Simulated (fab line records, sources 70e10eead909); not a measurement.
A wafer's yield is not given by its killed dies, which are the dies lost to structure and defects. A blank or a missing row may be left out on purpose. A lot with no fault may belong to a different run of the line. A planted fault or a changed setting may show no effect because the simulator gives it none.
Problem report in the 8D (eight disciplines) form, filled by code -- flow nandHarc -- the parts of the form that need people (team, actions taken, sign-off) are left out

1. THE PROBLEM
At NHARC_END_SORT_01, killedAtArray averages 673 over 9 wafers from 3 lots, while fault-free wafers read 54, standard deviation 18. Measured from the usual mean, that is +34 standard deviations.
Earliest sighting: wafer L716.3 on prober-01 at day 31 09:53. The record holds 39 wafers of 13 lots with a number at this step. The rule behind "out" and "out of limits": a value lying over 4 standard deviations away from the usual mean. The rest of the wafers with a number are treated as sound.

2. WHAT IT IS; WHAT IT IS NOT
question,is,is not
which readings at this step,"killedAtArray, killedDies","killedAtOther, killedAtPeriphery, killedOpen, killedShort"
which lots,"L716, L717, L718","L702, L704, L705, L706, L708, L710, L712, L713, L715, L725"
which wafers of those lots,all that have a number,-
read on which gauges,"prober-01, prober-02",-
when,from day 31 09:53,"up to then (26 sound wafers); but 4 sound wafers of L715, L725 came after"

3. WHAT RULES OUT EACH SUSPECT
Counting: a tool stays on the suspect list if, at a process step up to the reading, it processed all lots that are out and no sound lot following the first of them.
- the gauge at NHARC_END_SORT_01: ruled out. Those wafers that are out were read across 2 gauges (prober-01, prober-02).
- rieDiel-01 at NHARC_A_CONTACT_STRIP_55 (strips in O2): kept. Every lot that is out went through it, starting with L716 (day 27 20:56), and after that it ran no sound lot; the last sound lot it ran before then is L715 (day 27 20:41).
After counting, what remains is rieDiel-01 at NHARC_A_CONTACT_STRIP_55.

4. THE CAUSE (what the simulator had put in)
Entire step skipped (rieDiel-01, NHARC_A_CONTACT_STRIP_55), from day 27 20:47 onward. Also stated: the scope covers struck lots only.
This tool alone remained once counting was done.

5. THE CHAIN OF EFFECTS, in route order
Each row: a reading whose mean over the struck wafers that have a number lies more than 3 standard deviations from the usual. Only readings whose record carries a usual standard deviation are examined. hours: median over the lots of the time between each lot's start at the first step of this table that gives one and its start at this step. sigmas: the change, counted in usual standard deviations.
hours,step,reading,usual,on struck wafers,change,sigmas
0,NHARC_END_SORT_01,killedAtArray,54,673,+619,+34
0,NHARC_END_SORT_01,killedDies,59,677,+618,+34
Readings that are blank on the struck wafers while sound wafers have them: chamberPressureMTorr at NHARC_A_CONTACT_STRIP_55; drypumpMotorCurrentA at NHARC_A_CONTACT_STRIP_55; oesProductAu at NHARC_A_CONTACT_STRIP_55; rfVppV at NHARC_A_CONTACT_STRIP_55; showerheadPlenumPTorr at NHARC_A_CONTACT_STRIP_55; throttleValvePct at NHARC_A_CONTACT_STRIP_55.

6. HOW IT WOULD HAVE BEEN CAUGHT EARLIER
The first out-of-limits reading at a measuring or inspecting step in this record came at day 31 09:53, 85 hours after the fault's start at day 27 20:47.
At NHARC_A_CONTACT_STRIP_55 the tool's readings are blank on the struck wafers, where sound wafers have them: an empty tool record is the first sign, and it was there at once.
Each of the lots that are out, 3 in all, had begun NHARC_A_CONTACT_STRIP_55 on rieDiel-01 no later than day 31 09:53. Tool hold at that time: it would have spared none of them.
